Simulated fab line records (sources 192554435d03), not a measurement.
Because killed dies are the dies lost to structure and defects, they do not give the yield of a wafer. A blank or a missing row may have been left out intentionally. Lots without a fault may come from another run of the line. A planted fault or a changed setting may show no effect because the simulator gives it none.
Split-lot trial -- flow n5 finfet -- 21 wafers read across 7 lots, on a route 1938 steps long

== THE SPLIT ITSELF ==
At N5_BEOL_M6_COAT_22 (resist thk 30 nm), the setting spin rpm was moved away from the recipe's 1500 rpm on 8 of the 21 wafers read, by -10.8% to +7.7%. For the rest of the wafers, this setting stayed at what the recipe calls for.

== FROM THE SPLIT TO THE READING: what the file shows between them, 4 steps ==
- N5_BEOL_M6_EBR_24
- N5_BEOL_M6_SOFTBAKE_23: time 60 s
- N5_BEOL_M6_EXPOSE_25: exposes mask V5, target cd 40 nm
- N5_BEOL_M6_PEB_26: peb time 60 s

== THE READING ==
CAR-EUV_of_BEOL_M6_COAT_22.thk nm (the simulator's own value, which no gauge read), in nm, at N5_BEOL_M6_DEVELOP_27 (develop time 30 s). There is no usual value for it anywhere in the file. Across the 13 wafers here that went through the recipe, the average is 29.5 nm and the standard deviation 0.13 nm.

wafer,"tool, chamber at the split","spin rpm as run, rpm",against the recipe,"CAR-EUV_of_BEOL_M6_COAT_22.thk nm, nm",against lot-mates on the recipe
L074.2,"litho track-02, 0",1500,recipe,29.6,-
L074.4,"litho track-02, 0",1500,recipe,29.4,-
L074.6,"litho track-02, 0",1500,recipe,29.4,-
L077.1,"litho track-04, 0",1500,recipe,29.6,-
L077.2,"litho track-04, 0",1500,recipe,29.8,-
L077.4,"litho track-04, 0",1375,-8.3%,31,+1.3
L078.2,"litho track-02, 0",1500,recipe,29.4,-
L078.3,"litho track-02, 0",1615,+7.7%,28.4,-1.0
L078.6,"litho track-02, 0",1615,+7.7%,28.2,-1.2
L087.1,"litho track-03, 0",1500,recipe,29.6,-
L087.2,"litho track-03, 0",1500,recipe,29.6,-
L087.6,"litho track-03, 0",1500,recipe,29.6,-
L089.4,"litho track-03, 0",1338,-10.8%,31.4,+2.0
L089.5,"litho track-03, 0",1338,-10.8%,31.4,+2.0
L089.6,"litho track-03, 0",1500,recipe,29.4,-
L091.2,"litho track-02, 0",1439,-4.1%,30,+0.6
L091.5,"litho track-02, 0",1500,recipe,29.4,-
L091.6,"litho track-02, 0",1500,recipe,29.4,-
L090.1,"litho track-02, 0",1564,+4.3%,28.8,-0.6
L090.4,"litho track-02, 0",1564,+4.3%,29,-0.4
L090.6,"litho track-02, 0",1500,recipe,29.4,-

FIT RESULTS
A straight line over all 21 wafers: CAR-EUV_of_BEOL_M6_COAT_22.thk nm changes by -0.167 nm for each +1% of spin rpm; r = -0.99; the points scatter about the line by 0.13 nm.
The same after taking each lot's own level away (the mean of its wafers on the recipe; 21 wafers): -0.163 nm for each +1%; r = -0.99; scatter 0.12 nm.
According to that fit, moving spin rpm by its largest amount changes the reading by 1.8 nm.
From 29.40 to 29.70 nm: that is the span of the lots' own levels, equal to 2.4 times the standard deviation above.
Hence the lot-to-lot level has little effect on the slope; both slopes agree.
Check: with one of the wafers moved furthest among these (-10.8%) left out of the fit, the line predicts +1.74 nm for it against its lot-mates. It came out at +2 nm against them.

== FURTHER SPLITS ON THESE WAFERS ==
Before the reading, these wafers also passed through other splits. Each is held against what the fit with the lots' levels taken away leaves over:
other split on the same wafers,wafers away from the commonest value,r with CAR-EUV_of_BEOL_M6_COAT_22.thk nm (lot level and that fit taken away)
N5_BEOL_M5_COAT_74 spin rpm,8,+0.04
N5_BEOL_M6_EXPOSE_08 dose mj,10,-0.08

== THE WHOLE CHAIN: every reading that the file lists as answering this split, in the file's order ==
step,what it does,reading,change (the file's fit),r (the file's)
N5_BEOL_M6_COAT_22,resist thk 30 nm,"CAR-EUV_of_BEOL_M6_COAT_22.thk nm (the simulator's own value, which no gauge read)",-0.155 nm for each +1% of the setting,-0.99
N5_BEOL_M6_DEVELOP_27,develop time 30 s,"CAR-EUV_of_BEOL_M6_COAT_22.thk nm (the simulator's own value, which no gauge read)",-0.163 nm for each +1% of the setting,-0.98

== FILE'S OWN FIT ==
CAR-EUV_of_BEOL_M6_COAT_22.thk nm changes by -0.163 nm for each +1% of spin rpm, r = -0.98.
